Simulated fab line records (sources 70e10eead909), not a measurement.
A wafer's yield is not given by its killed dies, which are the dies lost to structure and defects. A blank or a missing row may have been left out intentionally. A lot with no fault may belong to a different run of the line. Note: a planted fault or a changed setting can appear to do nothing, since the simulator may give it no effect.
fab line records	flow nand-harc
[record] lots = 6	wafers = 18	last-day = 30
route steps=1302 shown A_STAIRCASE@732 END@1302
lots that met no fault: from a run of the same line without faults
start-h: hours from the record's first day to the start of the lot's first wafer shown	wait-h: time in hours since the lot's previous step	" repeats the value in the row above	L1.1+2: one row covering several wafers at once	- no value, or no start was given	* or withheld: withheld	< > ~ a bound
route shown NAME@n: names a module that has steps shown in the file, with the first one's number in the route	usual: mean and standard deviation over wafers with no fault	same: alike in all rows	chamber/n: place in a boat	sites: readings site by site	_std_site: standard deviation of those values	_edge_site: the outer-site mean with the inner-site mean subtracted	radius-mm: how far each site lies from the wafer's centre	mask NAME#n: copy n	behind: the last tool/chamber to shape the wafer	hold: why the lot was held/for how many hours/how that ended	device: the transistor (n, p or np) that didn't switch	end of line: the tests these same wafers got at the end of their route	a step given without rows: its recipe and nothing more	killed: dies lost to structure and defects at the first sort, not the wafer's yield	map: a wafer's dies, x killed, . not, _ none there
set.NAME: the setting as run; set.NAME@STEP: as run at that earlier step	model.NAME: the simulator's own value behind a step, which no gauge read
lots seen at some steps along the route; tables by step, rows by wafer
services: a tool's chamber out of use, with start hour (start-h, from the record's first day; less than 0 if before it), hours out, and reason
[[steps]]
[step NHARC_A_STAIRCASE_HARDBAKE_218]
[recipe] temp-c = 120	time-s = 140
[step NHARC_A_STAIRCASE_DESCUM_219]
[recipe] time-s = 3	o2-flow-sccm = 200	ar-flow-sccm = 0	bias-power-w = 0	chemistry = O2
[usual] drypump-motor-current-A = 5.8/0.5	oes-product-au = 0.998/0.011	rf-vpp-V = 57.7/0.91	showerhead-plenum-p-Torr = 1.93/0.097	throttle-valve-pct = 11.311/0.0092
lot.wafer	tool	chamber	start-h	wait-h	drypump-motor-current-A	oes-product-au	rf-hours-counter-h	rf-vpp-V	showerhead-plenum-p-Torr	throttle-valve-pct
L577.1	rie-diel-02	3	369.34	-	5.3	1.015	53	56.2	1.90	11.311
L577.3	"	2	"	"	6.3	0.984	53	58.6	1.98	11.282
L577.5	"	0	"	"	6.0	0.986	-	56.2	1.80	11.311
L580.4	rie-diel-11	2	407.04	-	6.0	1.005	46	57.1	1.76	11.312
L580.3	"	3	"	"	6.3	0.991	42	57.2	1.82	11.301
L580.2	"	0	"	"	5.3	1.002	40	58.8	2.03	11.296
L582.4	rie-diel-02	0	431.42	-	6.0	0.968	10	57.6	1.80	11.331
L582.6	"	3	"	"	5.3	1.000	-	56.9	1.90	11.310
L582.5	"	0	"	"	6.0	0.983	-	57.9	1.80	11.306
L584.3	rie-diel-02	0	449.75	-	6.0	0.982	18	57.7	1.79	11.300
L584.1	"	1	"	"	5.3	1.013	16	59.3	2.03	11.305
L584.5	"	1	"	"	5.3	0.997	-	57.7	2.03	11.306
L587.3	rie-diel-02	1	465.02	-	5.3	1.006	23	58.8	2.03	11.318
L587.4	"	2	"	"	6.3	1.007	-	57.9	1.97	11.314
L587.5	"	0	"	"	6.0	0.981	-	58.0	1.79	11.303
L591.3	rie-diel-02	2	518.15	-	6.2	0.989	42	58.2	1.97	11.311
L591.1	"	3	"	"	5.3	0.997	39	59.1	1.89	11.309
L591.5	"	1	"	"	5.3	1.012	-	57.4	2.02	11.327
[step NHARC_A_STAIRCASE_TRIM_220]
[recipe] time-s = 211.2	o2-flow-sccm = 500	ar-flow-sccm = 0	bias-w = 0	chemistry = O2
[step NHARC_A_STAIRCASE_ETCH_221]
[recipe] target-depth-a = 1000	time-s = 40.5	ion-energy-ev = 400	c4f8-flow-sccm = 20	o2-flow-sccm = 10	ar-flow-sccm = withheld	rf-w = 600	bias-w = 1000	chemistry = C4F8/O2
[step NHARC_A_STAIRCASE_TRIM_222]
[recipe] time-s = 211.2	o2-flow-sccm = 500	ar-flow-sccm = 0	bias-w = 0	chemistry = O2
[step NHARC_A_STAIRCASE_ETCH_223]
[recipe] target-depth-a = 1000	time-s = 40.5	ion-energy-ev = 400	c4f8-flow-sccm = 20	o2-flow-sccm = 10	ar-flow-sccm = withheld	rf-w = 600	bias-w = 1000	chemistry = C4F8/O2
[step NHARC_A_STAIRCASE_TRIM_224]
[recipe] time-s = 211.2	o2-flow-sccm = 500	ar-flow-sccm = 0	bias-w = 0	chemistry = O2
[usual] drypump-motor-current-A = 5.8/0.5	oes-product-au = 0.999/0.01	rf-vpp-V = 57.8/0.97	showerhead-plenum-p-Torr = 3.56/0.16	throttle-valve-pct = 17.036/0.0083
lot.wafer	tool	chamber	start-h	wait-h	drypump-motor-current-A	oes-product-au	rf-hours-counter-h	rf-vpp-V	showerhead-plenum-p-Torr	throttle-valve-pct
L577.1	rie-diel-02	0	-	-	6.0	0.979	47	57.3	3.34	17.036
L577.3	"	2	"	"	6.3	0.990	53	57.5	3.65	17.044
L577.5	"	1	"	"	5.3	0.996	-	60.6	3.74	17.034
L580.4	rie-diel-11	1	-	-	5.4	1.013	44	56.4	3.61	17.030
L580.2	"	2	"	"	6.1	1.000	46	55.7	3.27	17.028
L580.3	"	0	"	"	5.4	0.988	40	57.9	3.73	17.038
L582.4	rie-diel-02	2	-	-	6.3	0.995	11	57.5	3.64	17.036
L582.6	"	2	"	"	6.3	1.001	-	58.4	3.64	17.038
L582.5	"	3	"	"	5.2	1.000	-	57.7	3.50	17.041
L584.1	rie-diel-02	2	-	-	6.3	0.988	18	58.9	3.63	17.025
L584.3	"	0	"	"	6.0	0.973	18	57.6	3.32	17.021
L584.5	"	1	"	"	5.3	0.997	-	56.7	3.73	17.050
L587.3	rie-diel-02	1	-	-	5.3	1.009	23	56.7	3.72	17.041
L587.4	"	1	"	"	5.3	0.993	-	60.1	3.72	17.024
L587.5	"	2	"	"	6.2	0.990	-	57.7	3.63	17.032
L591.3	rie-diel-02	3	-	-	5.3	1.006	39	58.2	3.49	17.039
L591.1	"	0	"	"	6.0	0.974	41	57.1	3.31	17.041
L591.5	"	0	"	"	6.0	0.972	-	57.7	3.31	17.041
[step NHARC_A_STAIRCASE_ETCH_225]
[recipe] target-depth-a = 1000	time-s = 40.5	ion-energy-ev = 400	c4f8-flow-sccm = 20	o2-flow-sccm = 10	ar-flow-sccm = withheld	rf-w = 600	bias-w = 1000	chemistry = C4F8/O2
[step NHARC_A_STAIRCASE_TRIM_226]
[recipe] time-s = 211.2	o2-flow-sccm = 500	ar-flow-sccm = 0	bias-w = 0	chemistry = O2
[usual] drypump-motor-current-A = 5.8/0.51	oes-product-au = 0.998/0.01	rf-vpp-V = 57.8/1	showerhead-plenum-p-Torr = 3.57/0.16	throttle-valve-pct = 17.036/0.0088
lot.wafer	tool	chamber	start-h	wait-h	drypump-motor-current-A	oes-product-au	rf-hours-counter-h	rf-vpp-V	showerhead-plenum-p-Torr	throttle-valve-pct
L577.3	rie-diel-02	2	-	-	6.3	0.995	53	58.5	3.65	17.049
L577.1	"	0	"	"	6.0	0.980	47	57.3	3.34	17.031
L577.5	"	2	"	"	6.3	0.987	-	57.1	3.65	17.025
L580.4	rie-diel-11	2	-	-	6.1	1.000	46	56.7	3.27	17.027
L580.2	"	0	"	"	5.4	0.994	40	59.9	3.73	17.046
L580.3	"	1	"	"	5.4	1.003	44	57.6	3.61	17.037
L582.4	rie-diel-02	0	-	-	6.0	0.990	10	55.5	3.33	17.031
L582.6	"	1	"	"	5.3	1.005	-	59.3	3.73	17.034
L582.5	"	2	"	"	6.3	1.003	-	57.4	3.64	17.036
L584.1	rie-diel-02	3	-	-	5.3	0.992	20	57.5	3.50	17.028
L584.3	"	1	"	"	5.4	0.981	16	58.6	3.73	17.032
L584.5	"	2	"	"	6.3	0.977	-	59.7	3.63	17.043
L587.3	rie-diel-02	0	-	-	6.0	0.969	25	58.2	3.32	17.031
L587.4	"	1	"	"	5.3	1.005	-	59.4	3.72	17.036
L587.5	"	0	"	"	6.0	0.970	-	57.2	3.32	17.044
L591.1	rie-diel-02	0	-	-	6.0	0.989	41	57.1	3.31	17.024
L591.3	"	1	"	"	5.4	1.009	42	59.1	3.71	17.038
L591.5	"	0	"	"	6.0	0.983	-	56.7	3.31	17.027
[step NHARC_A_STAIRCASE_ETCH_227]
[recipe] target-depth-a = 1000	time-s = 40.5	ion-energy-ev = 400	c4f8-flow-sccm = 20	o2-flow-sccm = 10	ar-flow-sccm = withheld	rf-w = 600	bias-w = 1000	chemistry = C4F8/O2
[usual] bias-w = 1000.0/2.8	chamber-pressure-mTorr = 24.997/0.024	oes-product-au = 0.943/0.011	rf-fwd-power-W = 591.9/2.3	rf-vpp-V = 897/6.1
lot.wafer	tool	chamber	start-h	wait-h	bias-w	chamber-pressure-mTorr	oes-product-au	rf-fwd-power-W	rf-hours-counter-h	rf-vpp-V
L577.1	rie-diel-02	2	-	-	1002.8	25.011	0.942	591.5	53	900
L577.3	"	0	"	"	1001.0	24.955	0.939	594.7	47	888
L577.5	"	1	"	"	1005.3	25.020	0.945	588.9	-	904
L580.3	rie-diel-11	1	-	-	995.7	25.060	0.954	593.3	44	899
L580.4	"	2	"	"	1000.0	25.060	0.954	590.8	46	887
L580.2	"	3	"	"	1001.4	24.975	0.946	589.0	42	890
L582.4	rie-diel-02	1	-	-	1000.9	24.993	0.944	587.7	9	904
L582.6	"	0	"	"	999.4	25.020	0.941	593.7	-	887
L582.5	"	1	"	"	1002.0	24.989	0.949	588.3	-	904
L584.1	rie-diel-02	1	-	-	994.2	24.990	0.942	593.1	16	902
L584.3	"	3	"	"	1003.1	24.993	0.945	589.4	20	896
L584.5	"	0	"	"	995.0	24.998	0.922	590.8	-	889
L587.3	rie-diel-02	0	-	-	996.4	24.999	0.913	593.2	25	888
L587.5	"	1	"	"	998.5	24.981	0.942	590.6	-	902
L587.4	"	0	"	"	999.2	24.973	0.922	593.3	-	888
L591.1	rie-diel-02	0	-	-	1004.0	24.997	0.928	595.1	41	887
L591.3	"	2	"	"	996.9	25.021	0.951	594.4	43	898
L591.5	"	1	"	"	1002.7	24.991	0.956	590.7	-	904
[step NHARC_A_STAIRCASE_TRIM_229]
[recipe] time-s = 211.2	o2-flow-sccm = 500	ar-flow-sccm = 0	bias-w = 0	chemistry = O2
[usual] drypump-motor-current-A = 5.8/0.46	oes-product-au = 1.000/0.0085	rf-vpp-V = 57.7/0.89	showerhead-plenum-p-Torr = 3.56/0.17	throttle-valve-pct = 17.037/0.0096
lot.wafer	tool	chamber	start-h	wait-h	drypump-motor-current-A	oes-product-au	rf-hours-counter-h	rf-vpp-V	showerhead-plenum-p-Torr	throttle-valve-pct
L577.1	rie-diel-02	3	370.72	0.1	5.3	1.007	54	57.9	3.51	17.018
L577.3	"	0	"	"	6.0	0.984	47	56.2	3.34	17.030
L577.5	"	3	"	"	5.3	0.997	-	58.3	3.51	17.015
L580.4	rie-diel-11	1	408.16	0.1	5.4	1.003	44	56.9	3.61	17.052
L580.3	"	2	"	"	6.1	1.007	46	56.3	3.27	17.041
L580.2	"	3	"	"	6.3	0.994	42	57.7	3.36	17.059
L582.4	rie-diel-02	1	432.56	0.1	5.3	0.994	9	58.1	3.73	17.040
L582.6	"	3	"	"	5.3	0.997	-	57.7	3.50	17.052
L582.5	"	0	"	"	6.0	0.971	-	57.0	3.33	17.049
L584.3	rie-diel-11	0	450.86	0.1	5.4	0.991	2	58.8	3.72	17.036
L584.1	"	1	"	"	5.4	1.004	2	59.7	3.60	17.040
L584.5	"	1	"	"	5.4	1.014	-	58.2	3.60	17.042
L587.3	rie-diel-02	2	466.39	0.2	6.3	1.000	-	57.7	3.63	17.034
L587.4	"	1	"	"	5.3	1.004	-	58.5	3.72	17.026
L587.5	"	1	"	"	5.3	0.992	-	58.2	3.72	17.048
L591.1	rie-diel-11	0	520.09	0.1	5.4	1.000	18	56.9	3.72	17.035
L591.3	"	1	"	"	5.4	1.005	20	57.6	3.59	17.047
L591.5	"	0	"	"	5.4	0.998	-	58.5	3.71	17.029
[step NHARC_A_STAIRCASE_ETCH_230]
[recipe] target-depth-a = 1000	time-s = 40.5	ion-energy-ev = 400	c4f8-flow-sccm = 20	o2-flow-sccm = 10	ar-flow-sccm = withheld	rf-w = 600	bias-w = 1000	chemistry = C4F8/O2
[usual] bias-w = 1000/3.2	chamber-pressure-mTorr = 25.000/0.024	oes-product-au = 0.950/0.02	rf-fwd-power-W = 592.7/2.3	rf-vpp-V = 898/6
lot.wafer	tool	chamber	start-h	wait-h	bias-w	chamber-pressure-mTorr	oes-product-au	rf-fwd-power-W	rf-hours-counter-h	rf-vpp-V
L577.3	rie-diel-02	3	370.92	-	997	25.036	0.947	591.5	54	895
L577.1	"	2	"	"	995	24.975	0.940	590.0	54	902
L577.5	"	0	"	"	1001	24.987	0.926	593.6	-	889
L580.3	rie-diel-11	0	408.33	-	1007	24.978	0.935	592.4	40	903
L580.2	"	2	"	"	997	24.990	0.935	589.1	46	887
L580.4	"	3	"	"	1005	24.985	0.948	592.9	42	891
L582.4	rie-diel-02	2	432.73	-	-	-	-	-	-	-
L582.6	"	0	"	"	-	-	-	-	-	-
L582.5	"	1	"	"	-	-	-	-	-	-
L584.1	rie-diel-11	3	451.07	-	-	-	-	-	-	-
L584.3	"	0	"	"	-	-	-	-	-	-
L584.5	"	2	"	"	-	-	-	-	-	-
L587.3	rie-diel-02	1	466.65	0.2	1003	24.984	0.934	592.9	-	903
L587.4	"	2	"	"	1000	25.029	0.932	592.2	-	900
L587.5	"	2	"	"	998	24.977	0.934	594.3	-	899
L591.1	rie-diel-11	1	520.30	-	996	25.000	0.930	596.5	20	897
L591.3	"	2	"	"	998	24.988	0.935	589.7	19	907
L591.5	"	0	"	"	996	25.023	0.935	591.4	-	903
[step NHARC_A_STAIRCASE_TRIM_231]
[recipe] time-s = 211.2	o2-flow-sccm = 500	ar-flow-sccm = 0	bias-w = 0	chemistry = O2
[step NHARC_END_SORT_01]
[recipe] temp-c = 25
[usual] killed-at-array = 55/12	killed-at-other = 1.0/1.2	killed-at-periphery = 3.9/2.6	killed-dies = 60/12	killed-open = 3.3/1.9	killed-short = 2.5/1.8
[same] gross-dies = 677
lot.wafer	tool	chamber	start-h	wait-h	hold	killed-at-array	killed-at-other	killed-at-periphery	killed-dies	killed-open	killed-short
L577.1	prober-01	0	575.42	2.5	-	61	3	2	66	4	1
L577.3	prober-01	0	577.04	3.1	-	69	0	0	69	3	3
L577.5	prober-01	0	578.65	3.7	-	69	2	1	72	3	1
L580.2	prober-01	0	593.57	2.8	-	69	1	4	74	2	1
L580.3	prober-01	0	594.37	3.1	-	80	1	6	87	5	8
L580.4	prober-01	0	595.17	3.4	-	93	1	1	95	4	1
L582.4	prober-02	0	642.88	3.4	await-dispo/1.6h/scrap	665	4	8	677	6	1
L582.5	prober-02	0	643.68	3.7	await-dispo/1.6h/scrap	672	1	4	677	2	3
L582.6	prober-02	0	644.47	4.0	await-dispo/1.6h/scrap	672	2	3	677	6	6
L584.1	prober-01	0	648.83	2.5	await-dispo/11.1h/scrap	671	4	2	677	0	4
L584.3	prober-01	0	650.42	3.1	await-dispo/11.1h/scrap	672	1	4	677	3	2
L584.5	prober-01	0	652.00	3.7	await-dispo/11.1h/scrap	670	1	6	677	8	3
L587.3	prober-01	0	665.76	3.1	-	52	0	4	56	4	7
L587.4	prober-01	0	666.56	3.4	-	43	3	5	51	3	3
L587.5	prober-01	0	667.37	3.7	-	43	1	1	45	1	6
L591.1	prober-01	0	724.08	2.5	-	75	2	2	79	4	1
L591.3	prober-01	0	725.66	3.1	-	74	0	1	75	4	5
L591.5	prober-01	0	727.24	3.7	-	77	1	3	81	4	6
// killed by level:class
L577.1 A_CHANNEL_HOLE_D2:chamber-film-flake=23 A_SLIT:chamber-film-flake=23 A_CONTACT:chamber-film-flake=7 A_STAIRCASE:chamber-film-flake=3 A_M0:geometric-particle:open=2 A_CHANNEL_HOLE_D1:chamber-film-flake=2 THIN_TSV:chamber-film-flake=2 P_CONTACT:geometric-particle:short=1
L577.3 A_CHANNEL_HOLE_D2:chamber-film-flake=28 A_SLIT:chamber-film-flake=23 A_CONTACT:chamber-film-flake=6 A_STAIRCASE:chamber-film-flake=3 A_BLC:geometric-particle:open=2 A_CHANNEL_FILL_D1:geometric-particle:short=1 A_SLIT:geometric-particle:open=1 A_WL_FILL:geometric-particle:short=1
L577.5 A_CHANNEL_HOLE_D2:chamber-film-flake=31 A_SLIT:chamber-film-flake=23 A_STAIRCASE:chamber-film-flake=7 A_CONTACT:chamber-film-flake=3 THIN_TSV:chamber-film-flake=2 P_M0:geometric-particle:open=1 A_CHANNEL_HOLE_D1:geometric-particle:open=1 A_DECK1_JOINT:geometric-particle:short=1
L580.2 A_CHANNEL_HOLE_D1:chamber-film-flake=30 A_SLIT:chamber-film-flake=20 A_CONTACT:chamber-film-flake=7 A_CHANNEL_HOLE_D2:chamber-film-flake=6 A_STAIRCASE:chamber-film-flake=3 A_CHANNEL_FILL_D1:geometric-particle:open=2 P_ZERO_WELL:chamber-film-flake=2 P_M0:geometric-particle:short=1
L580.3 A_SLIT:chamber-film-flake=28 A_CHANNEL_HOLE_D1:chamber-film-flake=24 A_CONTACT:chamber-film-flake=6 A_STAIRCASE:chamber-film-flake=5 A_CHANNEL_HOLE_D2:chamber-film-flake=4 A_WL_FILL:geometric-particle:short=2 A_M0:geometric-particle:short=2 P_ZERO_WELL:chamber-film-flake=2
L580.4 A_CHANNEL_HOLE_D1:chamber-film-flake=29 A_SLIT:chamber-film-flake=24 A_STAIRCASE:chamber-film-flake=10 A_CHANNEL_HOLE_D2:chamber-film-flake=9 A_CONTACT:chamber-film-flake=9 A_WL_FILL:chamber-film-flake=5 A_DECK1_JOINT:chamber-film-flake=2 A_DECK1_JOINT:geometric-particle:open=1
L582.4 A_STAIRCASE:area-etch=616 A_CHANNEL_HOLE_D2:chamber-film-flake=26 A_CHANNEL_HOLE_D1:chamber-film-flake=7 A_CONTACT:chamber-film-flake=5 P_GATE:chamber-film-flake=4 THIN_TSV:chamber-film-flake=4 A_CHANNEL_FILL_D1:chamber-film-flake=3 P_BONDPAD:chamber-film-flake=2
L582.5 A_STAIRCASE:area-etch=630 A_CHANNEL_HOLE_D2:chamber-film-flake=35 P_GATE:chamber-film-flake=2 A_CONTACT:chamber-film-flake=2 P_GATE:geometric-particle:open=1 A_CHANNEL_HOLE_D1:geometric-particle:open=1 A_CHANNEL_FILL_D1:geometric-particle:short=1 A_WL_FILL:geometric-particle:short=1
L582.6 A_STAIRCASE:area-etch=618 A_CHANNEL_HOLE_D2:chamber-film-flake=26 A_CHANNEL_HOLE_D1:chamber-film-flake=7 A_DECK1_JOINT:chamber-film-flake=3 A_CONTACT:chamber-film-flake=3 A_STAIRCASE:chamber-film-flake=2 THIN_TSV:chamber-film-flake=2 P_CONTACT:geometric-particle:short=1
L584.1 A_STAIRCASE:area-etch=614 A_CHANNEL_HOLE_D1:chamber-film-flake=29 A_CHANNEL_HOLE_D2:chamber-film-flake=15 THIN_TSV:chamber-film-flake=4 A_CONTACT:chamber-film-flake=3 A_STAIRCASE:chamber-film-flake=3 A_SLIT:chamber-film-flake=3 A_CHANNEL_FILL_D1:geometric-particle:short=2
L584.3 A_STAIRCASE:area-etch=615 A_CHANNEL_HOLE_D1:chamber-film-flake=28 A_CHANNEL_HOLE_D2:chamber-film-flake=12 A_STAIRCASE:chamber-film-flake=8 P_GATE:chamber-film-flake=2 A_CHANNEL_HOLE_D2:geometric-particle:open=1 A_CHANNEL_HOLE_D2:geometric-particle:short=1 A_CHANNEL_FILL_D2:geometric-particle:open=1
L584.5 A_STAIRCASE:area-etch=605 A_CHANNEL_HOLE_D1:chamber-film-flake=27 A_CHANNEL_HOLE_D2:chamber-film-flake=19 A_DECK1_JOINT:chamber-film-flake=4 A_CONTACT:chamber-film-flake=3 A_CHANNEL_FILL_D2:geometric-particle:open=2 A_CHANNEL_FILL_D2:geometric-particle:short=2 A_STAIRCASE:chamber-film-flake=2
L587.3 A_SLIT:chamber-film-flake=35 A_CHANNEL_HOLE_D1:chamber-film-flake=4 A_ONON_D2:geometric-particle:short=2 P_STI:chamber-film-flake=2 A_DECK1_JOINT:chamber-film-flake=2 P_STI:geometric-particle:short=1 P_GATE:geometric-particle:short=1 A_ONON_D1:geometric-particle:short=1
L587.4 A_SLIT:chamber-film-flake=28 A_CHANNEL_HOLE_D1:chamber-film-flake=4 THIN_TSV:chamber-film-flake=3 P_M1:chamber-film-flake=3 A_WL_FILL:chamber-film-flake=3 A_CHANNEL_HOLE_D2:chamber-film-flake=2 A_SOURCE_PLATE:geometric-particle:short=1 A_ONON_D1:geometric-particle:open=1
L587.5 A_SLIT:chamber-film-flake=30 A_CHANNEL_HOLE_D1:chamber-film-flake=2 A_ONON_D1:geometric-particle:open=1 A_ONON_D1:geometric-particle:short=1 A_CHANNEL_FILL_D1:geometric-particle:short=1 A_ONON_D2:geometric-particle:short=1 A_SGD_CUT:geometric-particle:short=1 A_WL_FILL:geometric-particle:short=1
L591.1 A_SLIT:chamber-film-flake=33 A_CHANNEL_HOLE_D1:chamber-film-flake=29 A_CONTACT:chamber-film-flake=3 A_ONON_D1:geometric-particle:open=2 A_BLC:chamber-film-flake=2 THIN_TSV:chamber-film-flake=2 P_GATE:geometric-particle:open=1 A_CHANNEL_FILL_D2:geometric-particle:open=1
L591.3 A_SLIT:chamber-film-flake=34 A_CHANNEL_HOLE_D1:chamber-film-flake=26 A_CHANNEL_FILL_D2:geometric-particle:short=2 A_SGD_CUT:geometric-particle:short=2 A_STAIRCASE:chamber-film-flake=2 A_WL_FILL:chamber-film-flake=2 A_BLC:chamber-film-flake=2 P_GATE:geometric-particle:open=1
L591.5 A_SLIT:chamber-film-flake=32 A_CHANNEL_HOLE_D1:chamber-film-flake=29 P_M0:geometric-particle:short=2 A_CHANNEL_FILL_D2:chamber-film-flake=2 A_WL_FILL:chamber-film-flake=2 A_BLC:chamber-film-flake=2 A_ONON_D1:geometric-particle:open=1 A_CHANNEL_FILL_D1:geometric-particle:open=1
// map L582.4 (x killed, . not)
____________x____________
_________xxxxxxx_________
_______xxxxxxxxxxx_______
______xxxxxxxxxxxxx______
_____xxxxxxxxxxxxxxx_____
____xxxxxxxxxxxxxxxxx____
____xxxxxxxxxxxxxxxxx____
___xxxxxxxxxxxxxxxxxxx___
___xxxxxxxxxxxxxxxxxxx___
__xxxxxxxxxxxxxxxxxxxxx__
__xxxxxxxxxxxxxxxxxxxxx__
_xxxxxxxxxxxxxxxxxxxxxxx_
_xxxxxxxxxxxxxxxxxxxxxxx_
_xxxxxxxxxxxxxxxxxxxxxxx_
_xxxxxxxxxxxxxxxxxxxxxxx_
_xxxxxxxxxxxxxxxxxxxxxxx_
xxxxxxxxxxxxxxxxxxxxxxxxx
xxxxxxxxxxxxxxxxxxxxxxxxx
xxxxxxxxxxxxxxxxxxxxxxxxx
xxxxxxxxxxxxxxxxxxxxxxxxx
xxxxxxxxxxxxxxxxxxxxxxxxx
_xxxxxxxxxxxxxxxxxxxxxxx_
_xxxxxxxxxxxxxxxxxxxxxxx_
_xxxxxxxxxxxxxxxxxxxxxxx_
_xxxxxxxxxxxxxxxxxxxxxxx_
_xxxxxxxxxxxxxxxxxxxxxxx_
__xxxxxxxxxxxxxxxxxxxxx__
__xxxxxxxxxxxxxxxxxxxxx__
___xxxxxxxxxxxxxxxxxxx___
___xxxxxxxxxxxxxxxxxxx___
____xxxxxxxxxxxxxxxxx____
____xxxxxxxxxxxxxxxxx____
_____xxxxxxxxxxxxxxx_____
______xxxxxxxxxxxxx______
_______xxxxxxxxxxx_______
_________xxxxxxx_________
____________x____________
// map L584.1 (x killed, . not)
____________x____________
_________xxxxxxx_________
_______xxxxxxxxxxx_______
______xxxxxxxxxxxxx______
_____xxxxxxxxxxxxxxx_____
____xxxxxxxxxxxxxxxxx____
____xxxxxxxxxxxxxxxxx____
___xxxxxxxxxxxxxxxxxxx___
___xxxxxxxxxxxxxxxxxxx___
__xxxxxxxxxxxxxxxxxxxxx__
__xxxxxxxxxxxxxxxxxxxxx__
_xxxxxxxxxxxxxxxxxxxxxxx_
_xxxxxxxxxxxxxxxxxxxxxxx_
_xxxxxxxxxxxxxxxxxxxxxxx_
_xxxxxxxxxxxxxxxxxxxxxxx_
_xxxxxxxxxxxxxxxxxxxxxxx_
xxxxxxxxxxxxxxxxxxxxxxxxx
xxxxxxxxxxxxxxxxxxxxxxxxx
xxxxxxxxxxxxxxxxxxxxxxxxx
xxxxxxxxxxxxxxxxxxxxxxxxx
xxxxxxxxxxxxxxxxxxxxxxxxx
_xxxxxxxxxxxxxxxxxxxxxxx_
_xxxxxxxxxxxxxxxxxxxxxxx_
_xxxxxxxxxxxxxxxxxxxxxxx_
_xxxxxxxxxxxxxxxxxxxxxxx_
_xxxxxxxxxxxxxxxxxxxxxxx_
__xxxxxxxxxxxxxxxxxxxxx__
__xxxxxxxxxxxxxxxxxxxxx__
___xxxxxxxxxxxxxxxxxxx___
___xxxxxxxxxxxxxxxxxxx___
____xxxxxxxxxxxxxxxxx____
____xxxxxxxxxxxxxxxxx____
_____xxxxxxxxxxxxxxx_____
______xxxxxxxxxxxxx______
_______xxxxxxxxxxx_______
_________xxxxxxx_________
____________x____________
[[services]]
tool	chamber	start-h	hours	kind
rie-diel-02	0	350.84	-	clean
rie-diel-02	1	350.84	-	clean
rie-diel-02	2	350.84	-	clean
rie-diel-02	3	350.84	-	clean
rie-diel-02	0	375.34	-	clean
rie-diel-02	1	375.34	-	clean
rie-diel-02	2	375.34	-	clean
rie-diel-02	3	375.34	-	clean
rie-diel-02	-	394.10	9.0	pm
rie-diel-02	0	394.10	9.0	vent-cycle
rie-diel-02	1	394.10	9.0	vent-cycle
rie-diel-02	2	394.10	9.0	vent-cycle
rie-diel-02	3	394.10	9.0	vent-cycle
rie-diel-02	0	403.10	-	clean
rie-diel-02	0	403.10	-	consumable-replace:focus-ring
rie-diel-02	1	403.10	-	clean
rie-diel-02	2	403.10	-	clean
rie-diel-02	2	403.10	-	consumable-replace:focus-ring
rie-diel-02	3	403.10	-	clean
rie-diel-02	3	403.10	-	consumable-replace:focus-ring
rie-diel-02	0	427.67	-	clean
rie-diel-02	1	427.67	-	clean
rie-diel-11	-	434.43	9.0	pm
rie-diel-11	2	494.38	2.8	repair
[[key]]
[first-sign] step = NHARC_A_STAIRCASE_ETCH_230	reading = tool-record	direction = missing
[effect] step = NHARC_END_SORT_01	reading = killed-dies	direction = up	sigmas = 52	usual = 60	struck = 677
[more-kills-born-at] NHARC_A_STAIRCASE_ETCH_230@rie-diel-02 = 1864	NHARC_A_STAIRCASE_ETCH_230@rie-diel-11 = 1834
met-at NHARC_A_STAIRCASE_ETCH_230
struck-wafers L582.4,L582.5,L582.6,L584.1,L584.3,L584.5
later-rows-left-out L582.4,L582.5,L582.6,L584.1,L584.3,L584.5
tester-left-out L582,L584
onset-between 408.33 432.73
[fault] kind = skipped-step-whole	tool = rie-diel-02,rie-diel-11	chamber = -	onset-h = 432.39	steps = NHARC_A_STAIRCASE_ETCH_230	scope = struck-lots-only
// tester-left-out: of these lots the tester's yield and bins aren't shown, on N5 and GAA mostly nor the transistor test; their killed dies are dies lost to structure and defects alone, not to doping, threshold or leakage, so they don't give the yield
// later-rows-left-out: the simulator's readings of these wafers behind a module that went badly wrong aren't trusted and aren't shown, but for the sort
